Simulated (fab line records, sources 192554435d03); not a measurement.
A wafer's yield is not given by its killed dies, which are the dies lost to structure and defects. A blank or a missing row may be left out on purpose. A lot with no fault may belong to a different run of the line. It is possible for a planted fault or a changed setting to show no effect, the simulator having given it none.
Chamber matching / flow n5-finfet / N5_BEOL_M12_DEP_53 on pecvd-04: 3 sister chambers
The step deposits SiCN from 3MS/NH3, target thk 30 nm, time 10.5 s. 18 wafers are shown with their chamber, then 8 later ones without.

WAFERS PAIRED WITH THEIR CHAMBERS
wafer=L074.2; chamber=2; throttle-valve-pct (%)=17.4; showerhead-plenum-p-Torr (Torr)=4.133; chamber-pressure-Torr (Torr)=3.007
wafer=L074.3; chamber=0; throttle-valve-pct (%)=19.1; showerhead-plenum-p-Torr (Torr)=4.126; chamber-pressure-Torr (Torr)=2.997
wafer=L074.6; chamber=1; throttle-valve-pct (%)=19.1; showerhead-plenum-p-Torr (Torr)=4.187; chamber-pressure-Torr (Torr)=3.007
wafer=L075.1; chamber=0; throttle-valve-pct (%)=18.8; showerhead-plenum-p-Torr (Torr)=4.111; chamber-pressure-Torr (Torr)=3.002
wafer=L075.4; chamber=0; throttle-valve-pct (%)=18.9; showerhead-plenum-p-Torr (Torr)=4.115; chamber-pressure-Torr (Torr)=2.997
wafer=L075.6; chamber=1; throttle-valve-pct (%)=19.3; showerhead-plenum-p-Torr (Torr)=4.181; chamber-pressure-Torr (Torr)=3.002
wafer=L078.2; chamber=2; throttle-valve-pct (%)=17.2; showerhead-plenum-p-Torr (Torr)=4.122; chamber-pressure-Torr (Torr)=3.001
wafer=L078.3; chamber=1; throttle-valve-pct (%)=19.1; showerhead-plenum-p-Torr (Torr)=4.179; chamber-pressure-Torr (Torr)=2.997
wafer=L078.6; chamber=0; throttle-valve-pct (%)=18.8; showerhead-plenum-p-Torr (Torr)=4.117; chamber-pressure-Torr (Torr)=2.995
wafer=L079.1; chamber=1; throttle-valve-pct (%)=19.4; showerhead-plenum-p-Torr (Torr)=4.188; chamber-pressure-Torr (Torr)=2.996
wafer=L079.4; chamber=0; throttle-valve-pct (%)=19.0; showerhead-plenum-p-Torr (Torr)=4.118; chamber-pressure-Torr (Torr)=3.011
wafer=L079.6; chamber=2; throttle-valve-pct (%)=17.2; showerhead-plenum-p-Torr (Torr)=4.125; chamber-pressure-Torr (Torr)=3.004
wafer=L085.3; chamber=0; throttle-valve-pct (%)=18.9; showerhead-plenum-p-Torr (Torr)=4.118; chamber-pressure-Torr (Torr)=2.989
wafer=L085.4; chamber=0; throttle-valve-pct (%)=19.0; showerhead-plenum-p-Torr (Torr)=4.118; chamber-pressure-Torr (Torr)=2.993
wafer=L085.5; chamber=2; throttle-valve-pct (%)=17.6; showerhead-plenum-p-Torr (Torr)=4.124; chamber-pressure-Torr (Torr)=2.988
wafer=L089.3; chamber=0; throttle-valve-pct (%)=19.0; showerhead-plenum-p-Torr (Torr)=4.127; chamber-pressure-Torr (Torr)=2.988
wafer=L089.5; chamber=1; throttle-valve-pct (%)=19.3; showerhead-plenum-p-Torr (Torr)=4.178; chamber-pressure-Torr (Torr)=3.010
wafer=L089.6; chamber=2; throttle-valve-pct (%)=17.3; showerhead-plenum-p-Torr (Torr)=4.124; chamber-pressure-Torr (Torr)=2.996

SIGNATURES, as means of the wafers listed above
reading=throttle-valve-pct; chamber 0=18.938; chamber 1=19.240; chamber 2=17.340; scatter within a chamber=0.132
reading=showerhead-plenum-p-Torr; chamber 0=4.11875; chamber 1=4.18260; chamber 2=4.12560; scatter within a chamber=0.00488
reading=chamber-pressure-Torr; chamber 0=2.99650; chamber 1=3.00240; chamber 2=2.99920; scatter within a chamber=0.0071
Rule: a wafer lies at a distance from a chamber equal to the root of the sum of squares, over the readings, of (its reading less the chamber's mean, divided by the reading's scatter). The wafer belongs to the nearest chamber; if the next one is less than 2 further off, it can't be placed. The scatter: take each reading less its chamber's mean, square it, sum over the shown wafers, divide by the number of wafers less the number of chambers, and take the root.

WAFERS WITHOUT THEIR CHAMBER
wafer=L092.1; throttle-valve-pct (%)=17.7; showerhead-plenum-p-Torr (Torr)=4.130; chamber-pressure-Torr (Torr)=2.999
wafer=L092.2; throttle-valve-pct (%)=19.3; showerhead-plenum-p-Torr (Torr)=4.184; chamber-pressure-Torr (Torr)=2.998
wafer=L092.4; throttle-valve-pct (%)=17.4; showerhead-plenum-p-Torr (Torr)=4.130; chamber-pressure-Torr (Torr)=2.989
wafer=L091.2; throttle-valve-pct (%)=17.6; showerhead-plenum-p-Torr (Torr)=4.129; chamber-pressure-Torr (Torr)=3.005
wafer=L091.4; throttle-valve-pct (%)=19.3; showerhead-plenum-p-Torr (Torr)=4.185; chamber-pressure-Torr (Torr)=3.004
wafer=L097.3; throttle-valve-pct (%)=19.2; showerhead-plenum-p-Torr (Torr)=4.190; chamber-pressure-Torr (Torr)=3.000
wafer=L097.5; throttle-valve-pct (%)=19.5; showerhead-plenum-p-Torr (Torr)=4.179; chamber-pressure-Torr (Torr)=3.002
wafer=L097.6; throttle-valve-pct (%)=18.9; showerhead-plenum-p-Torr (Torr)=4.111; chamber-pressure-Torr (Torr)=3.008

WHICH CHAMBER EACH WENT THROUGH
wafer=L092.1; from the rows above=2; in truth=2
wafer=L092.2; from the rows above=1; in truth=1
wafer=L092.4; from the rows above=2; in truth=2
wafer=L091.2; from the rows above=2; in truth=2
wafer=L091.4; from the rows above=1; in truth=1
wafer=L097.3; from the rows above=1; in truth=1
wafer=L097.5; from the rows above=1; in truth=1
wafer=L097.6; from the rows above=0; in truth=0
Placed correctly: 8 of 8. Can't be placed from these rows: 0. Placed wrongly: 0.
